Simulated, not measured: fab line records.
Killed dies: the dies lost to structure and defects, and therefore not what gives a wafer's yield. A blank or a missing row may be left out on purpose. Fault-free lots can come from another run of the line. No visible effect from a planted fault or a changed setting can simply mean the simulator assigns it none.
fab line records	flow nand-harc
[record] lots = 6	wafers = 18	last-day = 31
route steps=1302 shown P_GATE@157 END@1302
lots untouched by any fault: they come from a run of this same line in which no faults occurred
start-h: hours from the record's opening day to when the first of the lot's shown wafers began	wait-h: hours elapsed since this lot's preceding step	" the same as in the row above	L1.1+2: a single row standing in for several wafers	- value missing, or start not given	* or withheld: withheld	< > ~ a bound
route shown NAME@n: NAME is a module with steps in the file, n the number in the route of the first one	usual: mean and standard deviation over wafers with no fault	same: alike in all rows	chamber/n: place in a boat	sites: readings site by site	_std_site: how widely they spread, as a standard deviation	_edge_site: mean of outer sites minus mean of inner sites	radius-mm: for every site, how far away it sits from the centre of the wafer	mask NAME#n: copy n	behind: the tool/chamber that last shaped the wafer	hold: why the lot was held/for how many hours/how that ended	device: which transistor (n, p or np) failed to switch	end of line: the route-end tests of the same wafers	a step given without rows: its recipe and nothing more	killed: at the first sort, the dies lost to defects and structure; wafer yield is something else	map: dies across one wafer; x = killed, . = not, _ = none there
set.NAME: the setting as run; set.NAME@STEP: as run at that earlier step	model.NAME: the simulator's own value behind a step, which no gauge read
lots seen at some steps along the route; tables by step, rows by wafer
services: when a tool's chamber went out of use (start-h, in hours from the record's first day, below 0 if earlier), for how many hours, and the reason
[[steps]]
[step NHARC_P_GATE_STRIP_101]
[recipe] time-s = 20	o2-flow-sccm = 500	ar-flow-sccm = 0	bias-w = 0	chemistry = O2
[usual] drypump-motor-current-A = 5.6/0.42	oes-product-au = 1.003/0.011	rf-vpp-V = 57.8/0.9	showerhead-plenum-p-Torr = 3.51/0.17	throttle-valve-pct = 17.036/0.0096
[same] time-s = 20
lot.wafer	tool	chamber	start-h	wait-h	drypump-motor-current-A	oes-product-au	rf-hours-counter-h	rf-vpp-V	showerhead-plenum-p-Torr	throttle-valve-pct
L913.3	rie-diel-07	2	116.64	0.1	4.9	1.001	10.4	57.3	3.41	17.055
L913.4	"	0	"	"	4.9	1.005	10.4	58.7	3.57	17.056
L913.1	"	1	"	"	5.2	0.998	8.3	58.1	3.78	17.048
L915.4	rie-diel-03	3	143.48	0.1	6.2	0.996	1.7	57.5	3.77	17.042
L915.2	"	0	"	"	5.7	0.988	1.7	58.1	3.40	17.039
L915.6	"	2	"	"	5.5	0.997	-	58.1	3.53	17.056
L916.1	rie-diel-07	3	147.38	0.1	5.7	1.002	1.2	59.6	3.71	17.027
L916.5	"	0	"	"	4.9	1.010	-	57.5	3.56	17.018
L916.6	"	1	"	"	5.2	1.013	-	59.2	3.78	17.045
L921.1	rie-diel-02	0	193.96	0.1	5.1	1.008	4.6	57.5	3.33	17.030
L921.4	"	3	"	"	5.9	1.017	7.6	58.0	3.33	17.021
L921.5	"	1	"	"	5.5	1.000	-	58.3	3.39	17.039
L925.2	rie-diel-07	3	254.23	0.1	5.7	1.008	6.8	58.0	3.71	17.035
L925.5	"	1	"	"	5.2	1.008	-	58.5	3.78	17.035
L925.6	"	2	"	"	4.9	0.996	-	57.5	3.40	17.056
L930.3	rie-diel-02	2	284.20	0.1	6.2	0.991	3.2	57.3	3.61	17.035
L930.1	"	3	"	"	5.8	1.019	3.2	58.6	3.33	17.031
L930.6	"	2	"	"	6.2	0.985	-	56.8	3.61	17.016
[step NHARC_P_GATE_PRECLEAN_97]
[recipe] time-s = 600	temp-c = 120	chemistry = SPM
[step NHARC_P_GATE_SRD_98]
[step NHARC_P_GATE_PRECLEAN_99]
[recipe] time-s = *	temp-c = 50	bath-age-min = 0	chemistry = SC1
[step NHARC_P_GATE_SRD_100]
[step NHARC_P_GATE_DEHYDRATE_38]
[recipe] temp-c = 150	time-s = 120
[step NHARC_P_GATE_HMDS_39]
[recipe] time-s = 30
[step NHARC_P_GATE_COAT_40]
[recipe] spin-rpm = 3000
[step NHARC_P_GATE_SOFTBAKE_41]
[recipe] temp-c = 122	time-s = 95
[step NHARC_P_GATE_EBR_42]
[step NHARC_P_GATE_EXPOSE_43]
[recipe] na = 0.6	target-cd-nm = 720	dose-mj = 14.81	mask-id = P_NSD
[step NHARC_P_GATE_PEB_44]
[recipe] peb-temp-c = 118	peb-time-s = 85
[step NHARC_P_GATE_DEVELOP_45]
[recipe] time-s = 70
lot.wafer	tool	chamber	start-h	wait-h
L913.1+3+4	litho-track-02	0	117	-
L915.2+4+6	litho-track-07	0	144	-
L916.1+5+6	litho-track-03	0	148	-
L921.1+4+5	litho-track-07	0	194	-
L925.2+5+6	litho-track-03	0	255	-
L930.1+3+6	litho-track-03	0	285	-
[step NHARC_P_GATE_HARDBAKE_47]
[recipe] temp-c = 125	time-s = 80
[step NHARC_P_GATE_DESCUM_48]
[recipe] time-s = 3	o2-flow-sccm = 200	ar-flow-sccm = 0	bias-power-w = 0	chemistry = O2
[usual] drypump-motor-current-A = 5.4/0.43	oes-product-au = 1.001/0.011	rf-vpp-V = 57.8/0.93	showerhead-plenum-p-Torr = 1.92/0.095	throttle-valve-pct = 11.311/0.0094
[same] time-s = 3
lot.wafer	tool	chamber	start-h	wait-h	drypump-motor-current-A	oes-product-au	rf-hours-counter-h	rf-vpp-V	showerhead-plenum-p-Torr	throttle-valve-pct	model.P_GATE.cd-nm
L913.4	rie-diel-03	1	117.73	-	5.8	1.010	0.2	57.5	2.05	11.318	720.8
L913.3	"	2	"	"	5.5	1.000	0.2	55.4	1.91	11.301	719.5
L913.1	"	3	"	"	6.2	1.000	0.2	56.4	2.05	11.298	719.2
L915.4	rie-diel-07	0	144.58	-	4.9	1.015	2.1	59.0	1.93	11.322	717.9
L915.2	"	2	"	"	4.9	1.001	1.2	57.5	1.84	11.323	717
L915.6	"	0	"	"	4.9	0.998	-	57.1	1.93	11.305	719
L916.1	rie-diel-03	0	148.35	-	5.7	1.007	1.8	57.0	1.84	11.301	720.5
L916.5	"	3	"	"	6.2	1.005	-	57.4	2.05	11.306	719.1
L916.6	"	0	"	"	5.7	1.006	-	58.7	1.84	11.291	719.2
L921.1	rie-diel-07	0	195.06	-	4.9	1.002	5.5	57.2	1.93	11.303	716.7
L921.4	"	1	"	"	5.2	1.004	5.0	58.1	2.06	11.311	717.9
L921.5	"	0	"	"	4.9	0.992	-	58.5	1.93	11.309	721.6
L925.2	rie-diel-02	0	255.32	-	5.1	1.000	2.8	56.5	1.79	11.325	121.9
L925.6	"	3	"	"	5.9	1.025	-	58.0	1.80	11.302	122.6
L925.5	"	0	"	"	5.1	0.992	-	58.0	1.79	11.320	122.4
L930.1	rie-diel-07	1	285.29	-	5.2	1.018	10.6	58.1	2.06	11.322	120.1
L930.3	"	0	"	"	4.9	0.998	12.4	58.1	1.93	11.325	121.3
L930.6	"	1	"	"	5.2	1.007	-	57.4	2.06	11.317	124
[step NHARC_P_GATE_IMPLANT_49]
[recipe] energy-kev = 30	dose-cm2 = 3e+15	tilt-deg = 7
[step NHARC_P_GATE_STRIP_111]
[recipe] power-w = 1500	temp-c = 110	time-s = 250	chemistry = N2/H2
[usual] drypump-motor-current-A = 6.1/0.59	heater-power-w = 94/7.5
[same] time-s = 250
lot.wafer	tool	chamber	start-h	wait-h	drypump-motor-current-A	heater-power-w	rf-hours-counter-h
L913.1	plasma-asher-02	1	118.14	0.2	6.3	84	6
L913.4	"	0	"	"	5.1	91	-
L913.3	"	1	"	"	6.3	85	-
L915.2	plasma-asher-02	1	144.99	0.2	6.3	84	11
L915.4	"	0	"	"	5.1	92	-
L915.6	"	1	"	"	6.3	84	-
L916.1	plasma-asher-01	1	148.84	0.3	6.4	104	30
L916.6	"	1	"	"	6.4	106	-
L916.5	"	0	"	"	6.7	105	-
L921.1	plasma-asher-02	0	195.42	0.2	5.1	92	23
L921.4	"	1	"	"	6.3	83	-
L921.5	"	0	"	"	5.1	93	-
L925.2	plasma-asher-01	0	255.79	0.3	6.6	93	19
L925.5	"	0	"	"	6.6	95	-
L925.6	"	1	"	"	6.4	103	-
L930.1	plasma-asher-01	1	285.78	0.2	6.4	103	28
L930.3	"	0	"	"	6.7	94	-
L930.6	"	1	"	"	6.4	107	-
[step NHARC_P_GATE_STRIP_75]
[recipe] power-w = 1500	temp-c = 250	chemistry = O2
[usual] drypump-motor-current-A = 6.1/0.58	heater-power-w = 354/30
lot.wafer	tool	chamber	start-h	wait-h	drypump-motor-current-A	heater-power-w	rf-hours-counter-h
L913.1	plasma-asher-02	1	118.40	0.2	6.3	304	6
L913.4	"	0	"	"	5.1	346	-
L913.3	"	1	"	"	6.3	306	-
L915.2	plasma-asher-02	1	145.25	0.2	6.3	315	11
L915.4	"	0	"	"	5.1	352	-
L915.6	"	1	"	"	6.3	315	-
L916.1	plasma-asher-01	1	149.14	0.3	6.4	391	30
L916.6	"	1	"	"	6.4	398	-
L916.5	"	0	"	"	6.7	380	-
L921.1	plasma-asher-02	0	195.72	0.2	5.1	341	23
L921.4	"	1	"	"	6.3	309	-
L921.5	"	0	"	"	5.1	346	-
L925.2	plasma-asher-01	0	256.10	0.3	6.7	361	20
L925.5	"	0	"	"	6.7	351	-
L925.6	"	1	"	"	6.4	394	-
L930.1	plasma-asher-01	1	286.04	0.2	6.4	374	28
L930.3	"	0	"	"	6.7	359	-
L930.6	"	1	"	"	6.4	389	-
[step NHARC_P_GATE_STRIP_50]
[recipe] time-s = 900	temp-c = 130	chemistry = SPM
[step NHARC_P_GATE_DEHYDRATE_51]
[recipe] temp-c = 150	time-s = 120
[step NHARC_P_GATE_HMDS_52]
[recipe] time-s = 30
[step NHARC_P_GATE_COAT_53]
[recipe] spin-rpm = 3000
[step NHARC_P_GATE_SOFTBAKE_54]
[recipe] temp-c = 122	time-s = 95
[step NHARC_P_GATE_EBR_55]
[step NHARC_P_GATE_EXPOSE_56]
[recipe] na = 0.6	target-cd-nm = 720	dose-mj = 14.81	mask-id = P_PSD
[step NHARC_P_GATE_PEB_57]
[recipe] peb-temp-c = 118	peb-time-s = 85
[step NHARC_P_GATE_DEVELOP_58]
[recipe] time-s = 70
[step NHARC_P_GATE_HARDBAKE_60]
[recipe] temp-c = 125	time-s = 80
[step NHARC_P_GATE_DESCUM_61]
[recipe] time-s = 3	o2-flow-sccm = 200	ar-flow-sccm = 0	bias-power-w = 0	chemistry = O2
[usual] drypump-motor-current-A = 5.6/0.42	oes-product-au = 1.003/0.012	rf-vpp-V = 57.8/0.84	showerhead-plenum-p-Torr = 1.92/0.097	throttle-valve-pct = 11.312/0.0088
[same] time-s = 3
lot.wafer	tool	chamber	start-h	wait-h	drypump-motor-current-A	oes-product-au	rf-hours-counter-h	rf-vpp-V	showerhead-plenum-p-Torr	throttle-valve-pct
L913.3	rie-diel-02	2	119.54	-	6.2	0.984	4	57.9	1.96	11.312
L913.1	"	3	"	"	5.8	1.026	4	57.5	1.80	11.304
L913.4	"	2	"	"	6.2	0.980	-	57.8	1.96	11.313
L915.4	rie-diel-03	0	146.33	-	5.7	1.002	2	57.6	1.84	11.307
L915.2	"	3	"	"	6.1	1.004	2	58.6	2.05	11.307
L915.6	"	0	"	"	5.7	1.002	-	57.7	1.84	11.311
L916.1	rie-diel-03	0	150.27	-	5.6	0.997	2	58.8	1.84	11.316
L916.6	"	1	"	"	5.8	1.016	-	59.1	2.05	11.312
L916.5	"	2	"	"	5.5	1.007	-	58.5	1.91	11.319
L921.1	rie-diel-07	3	196.80	-	5.7	1.008	4	58.9	2.02	11.303
L921.4	"	0	"	"	4.9	1.003	5	56.5	1.93	11.313
L921.5	"	0	"	"	4.9	1.005	-	56.4	1.93	11.310
L925.2	rie-diel-03	1	257.22	-	5.8	1.011	7	57.6	2.05	11.318
L925.6	"	2	"	"	5.5	1.013	-	57.0	1.91	11.312
L925.5	"	3	"	"	6.1	1.016	-	58.3	2.05	11.298
L930.3	rie-diel-07	1	286.99	-	5.2	1.009	11	58.6	2.06	11.317
L930.1	"	0	"	"	4.9	1.000	13	58.5	1.93	11.308
L930.6	"	1	"	"	5.2	1.016	-	57.9	2.06	11.299
[step NHARC_P_GATE_IMPLANT_62]
[recipe] energy-kev = 20	dose-cm2 = 3e+15	tilt-deg = 7
[step NHARC_P_GATE_STRIP_112]
[recipe] power-w = 1500	temp-c = 110	time-s = 200	chemistry = N2/H2
[step NHARC_P_GATE_STRIP_76]
[recipe] power-w = 1500	temp-c = 250	chemistry = O2
[usual] drypump-motor-current-A = 6.1/0.6	heater-power-w = 349/29
lot.wafer	tool	chamber	start-h	wait-h	drypump-motor-current-A	heater-power-w	rf-hours-counter-h
L913.1	plasma-asher-01	1	120.18	0.2	6.3	394	26
L913.3	"	1	"	"	6.4	401	-
L913.4	"	0	"	"	6.7	391	-
L915.2	plasma-asher-02	0	147.15	0.2	5.1	351	12
L915.4	"	0	"	"	5.1	342	-
L915.6	"	1	"	"	6.3	312	-
L916.1	plasma-asher-02	1	150.87	0.2	6.3	306	13
L916.6	"	1	"	"	6.3	312	-
L916.5	"	0	"	"	5.1	343	-
L921.1	plasma-asher-02	1	197.43	0.2	6.3	317	24
L921.4	"	1	"	"	6.3	310	-
L921.5	"	1	"	"	6.3	308	-
L925.2	plasma-asher-01	0	257.81	0.2	6.7	351	21
L925.6	"	0	"	"	6.6	358	-
L925.5	"	1	"	"	6.4	384	-
L930.1	plasma-asher-01	1	287.62	0.2	6.4	389	28
L930.3	"	0	"	"	6.6	355	-
L930.6	"	0	"	"	6.6	364	-
[step NHARC_P_GATE_STRIP_63]
[recipe] time-s = 900	temp-c = 130	chemistry = SPM
[step NHARC_P_GATE_DEHYDRATE_83]
[recipe] temp-c = 150	time-s = 120
[step NHARC_P_GATE_HMDS_84]
[recipe] time-s = 30
[step NHARC_P_GATE_COAT_85]
[recipe] spin-rpm = 3000
[step NHARC_P_GATE_SOFTBAKE_86]
[recipe] temp-c = 122	time-s = 95
[step NHARC_P_GATE_EBR_87]
[step NHARC_P_GATE_EXPOSE_88]
[recipe] na = 0.6	target-cd-nm = 2000	dose-mj = 11.87	mask-id = P_HVN
[step NHARC_P_GATE_PEB_89]
[recipe] peb-temp-c = 118	peb-time-s = 85
[step NHARC_P_GATE_DESCUM_93]
[recipe] time-s = 3	o2-flow-sccm = 200	ar-flow-sccm = 0	bias-power-w = 0	chemistry = O2
[usual] drypump-motor-current-A = 5.5/0.42	oes-product-au = 1.001/0.01	rf-vpp-V = 57.8/0.94	showerhead-plenum-p-Torr = 1.92/0.099	throttle-valve-pct = 11.309/0.0088
[same] time-s = 3
lot.wafer	tool	chamber	start-h	wait-h	drypump-motor-current-A	oes-product-au	rf-hours-counter-h	rf-vpp-V	showerhead-plenum-p-Torr	throttle-valve-pct	model.P_GATE.cd-nm
L913.3	rie-diel-03	2	121.27	-	5.5	1.002	0	57.1	1.91	11.311	2001
L913.1	"	0	"	"	5.7	0.990	0	55.6	1.84	11.308	1999
L913.4	"	1	"	"	5.8	1.004	0	59.5	2.05	11.315	2000
L915.4	rie-diel-02	3	148.09	-	5.9	1.010	5	56.8	1.80	11.298	2006
L915.2	"	1	"	"	5.5	0.993	6	57.7	1.83	11.306	2003
L915.6	"	0	"	"	5.1	1.002	-	58.4	1.80	11.324	2001
L916.1	rie-diel-03	1	151.96	-	5.8	1.011	1	59.1	2.05	11.320	2000
L916.6	"	0	"	"	5.7	0.997	-	57.2	1.84	11.304	2000
L916.5	"	1	"	"	5.8	1.016	-	57.1	2.05	11.293	2000
L921.4	rie-diel-07	1	198.51	-	5.2	1.009	5	58.8	2.06	11.308	2000
L921.1	"	3	"	"	5.7	1.005	4	57.2	2.02	11.302	2001
L921.5	"	2	"	"	4.9	0.991	-	57.3	1.84	11.318	2005
L925.2	rie-diel-03	2	258.91	-	5.5	1.003	7	56.6	1.91	11.309	121.9
L925.5	"	0	"	"	5.6	1.003	-	57.8	1.84	11.316	122.4
L925.6	"	1	"	"	5.8	1.011	-	58.7	2.05	11.309	122.6
L930.3	rie-diel-07	2	288.73	-	4.8	0.990	10	56.8	1.84	11.303	121.3
L930.1	"	3	"	"	5.7	0.995	11	59.0	2.02	11.314	120.1
L930.6	"	1	"	"	5.2	1.017	-	55.7	2.06	11.313	124
[step NHARC_END_SORT_01]
[recipe] temp-c = 25
[usual] killed-at-array = 59/20	killed-at-other = 0.8/1.2	killed-at-periphery = 3.5/2.2	killed-dies = 63/20	killed-open = 3.3/1.8	killed-short = 2.6/1.7
[same] gross-dies = 677
lot.wafer	tool	chamber	start-h	wait-h	killed-at-array	killed-at-other	killed-at-periphery	killed-dies	killed-open	killed-short
L925.2	prober-01	0	693.93	2.8	26	3	648	677	2	2
L925.5	prober-01	0	696.34	3.7	31	5	641	677	5	2
L925.6	prober-01	0	697.14	4.0	32	5	640	677	7	4
L930.1	prober-01	0	735.37	2.6	98	0	579	677	5	0
L930.3	prober-01	0	736.97	3.1	84	1	592	677	4	4
L930.6	prober-01	0	739.37	4.0	70	0	607	677	6	0
// killed by level:class
L925.2 P_GATE:area-develop=648 A_CHANNEL_HOLE_D1:chamber-film-flake=6 A_CONTACT:chamber-film-flake=6 A_SGD_CUT:chamber-film-flake=4 A_SLIT:chamber-film-flake=3 THIN_TSV:chamber-film-flake=3 A_WL_FILL:chamber-film-flake=2 A_DECK1_JOINT:geometric-particle:open=1
L925.5 P_GATE:area-develop=639 A_CHANNEL_HOLE_D1:chamber-film-flake=10 A_CONTACT:chamber-film-flake=5 A_SGD_CUT:chamber-film-flake=4 THIN_TSV:chamber-film-flake=4 A_CHANNEL_FILL_D2:chamber-film-flake=2 A_SLIT:chamber-film-flake=2 A_SOURCE_PLATE:geometric-particle:open=1
L925.6 P_GATE:area-develop=637 A_CONTACT:chamber-film-flake=6 A_CHANNEL_HOLE_D1:chamber-film-flake=5 A_SGD_CUT:chamber-film-flake=5 THIN_TSV:chamber-film-flake=5 A_SLIT:chamber-film-flake=3 A_BLC:geometric-particle:open=2 A_WL_FILL:chamber-film-flake=2
L930.1 P_GATE:area-develop=573 A_CHANNEL_HOLE_D1:chamber-film-flake=44 A_SLIT:chamber-film-flake=30 A_CHANNEL_HOLE_D2:chamber-film-flake=16 P_BONDPAD:chamber-film-flake=5 A_ONON_D2:geometric-particle:open=2 A_STAIRCASE:chamber-film-flake=2 A_SGD_CUT:chamber-film-flake=2
L930.3 P_GATE:area-develop=587 A_SLIT:chamber-film-flake=29 A_CHANNEL_HOLE_D1:chamber-film-flake=25 A_CHANNEL_HOLE_D2:chamber-film-flake=19 A_SGD_CUT:geometric-particle:short=2 A_SGD_CUT:chamber-film-flake=2 A_CONTACT:chamber-film-flake=2 P_GATE:geometric-particle:open=1
L930.6 P_GATE:area-develop=604 A_SLIT:chamber-film-flake=27 A_CHANNEL_HOLE_D1:chamber-film-flake=22 A_CHANNEL_HOLE_D2:chamber-film-flake=14 A_WL_FILL:geometric-particle:open=2 P_STI:geometric-particle:open=1 A_ONON_D1:geometric-particle:open=1 A_CONTACT:geometric-particle:open=1
// map L925.2 (x killed, . not)
____________x____________
_________xxxxxxx_________
_______xxxxxxxxxxx_______
______xxxxxxxxxxxxx______
_____xxxxxxxxxxxxxxx_____
____xxxxxxxxxxxxxxxxx____
____xxxxxxxxxxxxxxxxx____
___xxxxxxxxxxxxxxxxxxx___
___xxxxxxxxxxxxxxxxxxx___
__xxxxxxxxxxxxxxxxxxxxx__
__xxxxxxxxxxxxxxxxxxxxx__
_xxxxxxxxxxxxxxxxxxxxxxx_
_xxxxxxxxxxxxxxxxxxxxxxx_
_xxxxxxxxxxxxxxxxxxxxxxx_
_xxxxxxxxxxxxxxxxxxxxxxx_
_xxxxxxxxxxxxxxxxxxxxxxx_
xxxxxxxxxxxxxxxxxxxxxxxxx
xxxxxxxxxxxxxxxxxxxxxxxxx
xxxxxxxxxxxxxxxxxxxxxxxxx
xxxxxxxxxxxxxxxxxxxxxxxxx
xxxxxxxxxxxxxxxxxxxxxxxxx
_xxxxxxxxxxxxxxxxxxxxxxx_
_xxxxxxxxxxxxxxxxxxxxxxx_
_xxxxxxxxxxxxxxxxxxxxxxx_
_xxxxxxxxxxxxxxxxxxxxxxx_
_xxxxxxxxxxxxxxxxxxxxxxx_
__xxxxxxxxxxxxxxxxxxxxx__
__xxxxxxxxxxxxxxxxxxxxx__
___xxxxxxxxxxxxxxxxxxx___
___xxxxxxxxxxxxxxxxxxx___
____xxxxxxxxxxxxxxxxx____
____xxxxxxxxxxxxxxxxx____
_____xxxxxxxxxxxxxxx_____
______xxxxxxxxxxxxx______
_______xxxxxxxxxxx_______
_________xxxxxxx_________
____________x____________
// map L930.1 (x killed, . not)
____________x____________
_________xxxxxxx_________
_______xxxxxxxxxxx_______
______xxxxxxxxxxxxx______
_____xxxxxxxxxxxxxxx_____
____xxxxxxxxxxxxxxxxx____
____xxxxxxxxxxxxxxxxx____
___xxxxxxxxxxxxxxxxxxx___
___xxxxxxxxxxxxxxxxxxx___
__xxxxxxxxxxxxxxxxxxxxx__
__xxxxxxxxxxxxxxxxxxxxx__
_xxxxxxxxxxxxxxxxxxxxxxx_
_xxxxxxxxxxxxxxxxxxxxxxx_
_xxxxxxxxxxxxxxxxxxxxxxx_
_xxxxxxxxxxxxxxxxxxxxxxx_
_xxxxxxxxxxxxxxxxxxxxxxx_
xxxxxxxxxxxxxxxxxxxxxxxxx
xxxxxxxxxxxxxxxxxxxxxxxxx
xxxxxxxxxxxxxxxxxxxxxxxxx
xxxxxxxxxxxxxxxxxxxxxxxxx
xxxxxxxxxxxxxxxxxxxxxxxxx
_xxxxxxxxxxxxxxxxxxxxxxx_
_xxxxxxxxxxxxxxxxxxxxxxx_
_xxxxxxxxxxxxxxxxxxxxxxx_
_xxxxxxxxxxxxxxxxxxxxxxx_
_xxxxxxxxxxxxxxxxxxxxxxx_
__xxxxxxxxxxxxxxxxxxxxx__
__xxxxxxxxxxxxxxxxxxxxx__
___xxxxxxxxxxxxxxxxxxx___
___xxxxxxxxxxxxxxxxxxx___
____xxxxxxxxxxxxxxxxx____
____xxxxxxxxxxxxxxxxx____
_____xxxxxxxxxxxxxxx_____
______xxxxxxxxxxxxx______
_______xxxxxxxxxxx_______
_________xxxxxxx_________
____________x____________
[[services]]
tool	chamber	start-h	hours	kind
rie-diel-07	0	96.57	-	clean
rie-diel-07	1	96.57	-	clean
rie-diel-07	2	96.57	-	clean
rie-diel-07	3	96.57	-	clean
litho-track-03	-	100.00	7.0	pm
rie-diel-03	-	104.30	9.0	pm
rie-diel-02	3	106.32	3.7	repair
rie-diel-07	-	117.20	9.0	pm
rie-diel-07	0	117.20	9.0	vent-cycle
plasma-asher-01	-	165.03	9.0	pm
plasma-asher-02	-	173.99	0.4	repair
rie-diel-07	3	175.94	13.5	repair
rie-diel-07	-	187.88	0.4	repair
rie-diel-03	-	194.08	0.6	repair
rie-diel-02	-	216.70	9.0	pm
litho-track-02	-	227.00	7.0	pm
plasma-asher-02	-	231.04	4.6	repair
plasma-asher-02	-	249.00	9.0	pm
litho-track-07	-	251.00	7.0	pm
rie-diel-03	-	254.16	1.2	repair
plasma-asher-02	-	260.61	2.0	repair
rie-diel-03	-	269.62	1.0	repair
litho-track-03	-	275.00	7.0	pm
rie-diel-03	-	281.30	9.0	pm
[[key]]
[first-sign] step = NHARC_END_SORT_01	reading = killed-at-periphery	direction = up	sigmas = 99+	usual = 3.5	struck = 617.8
[effect] step = NHARC_END_SORT_01	reading = killed-dies	direction = up	sigmas = 31	usual = 63	struck = 677
[model-effect] step = NHARC_P_GATE_DESCUM_48	value = P_GATE.cd-nm	without = 719.2	struck = 122
[model-effect] step = NHARC_P_GATE_DESCUM_93	value = P_GATE.cd-nm	without = 2000	struck = 122
[more-kills-born-at] NHARC_P_GATE_DEVELOP_45@litho-track-03 = 3688
met-at NHARC_P_GATE_DEVELOP_45
struck-wafers L925.2,L925.5,L925.6,L930.1,L930.3,L930.6
later-rows-left-out L925.2,L925.5,L925.6,L930.1,L930.3,L930.6
tester-left-out L925,L930
onset-between 148 255
also-fits time
[fault] kind = process-parameter-drift	tool = litho-track-03	chamber = -	onset-h = 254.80	steps = NHARC_P_GATE_DEVELOP_45	channel = time-s	offset = *	shape = step	end-h = 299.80	acts-in = *	stated = *
// tester-left-out: of these lots the tester's yield and bins aren't shown, on N5 and GAA mostly nor the transistor test; their killed dies are dies lost to structure and defects alone, not to doping, threshold or leakage, so they don't give the yield
// later-rows-left-out: the simulator's readings of these wafers behind a module that went badly wrong aren't trusted and aren't shown, but for the sort
